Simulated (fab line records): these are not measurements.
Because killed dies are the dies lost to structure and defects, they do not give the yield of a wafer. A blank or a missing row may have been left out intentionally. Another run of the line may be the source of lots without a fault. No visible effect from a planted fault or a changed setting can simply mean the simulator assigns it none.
The tool behind it: which one? ; flow n5Finfet ; 9 lots, 26 wafers sampled, at 3 steps of a route of 1938

== WHAT THE GAUGES READ, wafer by wafer ==
N5_BEOL_M0_CUTY_OVL_MEAS_58.
lot;measured;on;M0_ABLK_OVL (nm)
L102;day 7 02:43;overlay-01;0.4 1.5 1.4
L101;day 7 02:55;overlay-01;0.4 0.3 0.7
L113;day 9 20:13;overlay-01;-0.5 -0.1 -1.2
L116;day 10 01:51;overlay-01;1.1 -0.3 0.5
L115;day 10 04:46;overlay-01;0.4 0.4 1.0
L117;day 10 15:58;overlay-01;0.2 -0.6 0.8
L118;day 10 22:40;overlay-01;-0.5 -1.2 -0.3
L120;day 11 05:00;overlay-02;0.1 0.9
L121;day 11 12:57;overlay-01;1.2 1.0 1.1

== TOOL THAT RAN EACH LOT (tool first, then ch and the chambers of the sampled wafers, then the start) ==
lot;N5_BEOL_M0_SAQP_MANDREL2_REMOVE_110;N5_BEOL_M0_SAQP_STRIP_75
L102;rieSi-06 ch 1,3, day 6 23:51;rieDiel-02 ch 2,3, day 7 02:18
L101;rieSi-02 ch 0,2,3, day 6 23:55;rieDiel-02 ch 1,3, day 7 02:37
L113;rieSi-02 ch 0,2,3, day 9 18:20;rieDiel-04 ch 0,1,2, day 9 19:48
L116;rieSi-06 ch 0,3, day 9 23:59;rieDiel-05 ch 2,3, day 10 01:33
L115;rieSi-03 ch 1,2,3, day 10 03:01;rieDiel-05 ch 1,2,3, day 10 04:28
L117;rieSi-02 ch 2,3, day 10 14:06;rieDiel-05 ch 0,1,2, day 10 15:33
L118;rieSi-03 ch 0,1, day 10 20:14;rieDiel-05 ch 1,2, day 10 22:14
L120;rieSi-03 ch 2,3, day 11 03:08;rieDiel-04 ch 0,2, day 11 04:42
L121;rieSi-02 ch 1,2,3, day 11 11:11;rieDiel-02 ch 0,1, day 11 12:39
- N5_BEOL_M0_SAQP_MANDREL2_REMOVE_110: chemistry HBr/Cl2/O2, target a-Si, stops on SiCN, bt time 10 s.
- N5_BEOL_M0_SAQP_STRIP_75: strips in CF4.

== THE ANSWER, worked out from the rows above alone ==
Rule: usual is defined by the lots themselves. The widest of any qualifying gaps counts: lots, ordered by their means at a reading, are off when they make up no more than a third of the lots, leave a main group of 4 or more, and stand apart from it by 3 or more times the standard deviation of that group's means. Not used: any main group whose means are identical at the precision the tables above print for the reading. Also off: a lot with no number at a reading for which 4 or more lots have one. Any other lot the step has rows for is counted as sound.
None of the lots is off at any reading shown; this tells nothing.

== WHAT THE SIMULATOR HAD INSERTED ==
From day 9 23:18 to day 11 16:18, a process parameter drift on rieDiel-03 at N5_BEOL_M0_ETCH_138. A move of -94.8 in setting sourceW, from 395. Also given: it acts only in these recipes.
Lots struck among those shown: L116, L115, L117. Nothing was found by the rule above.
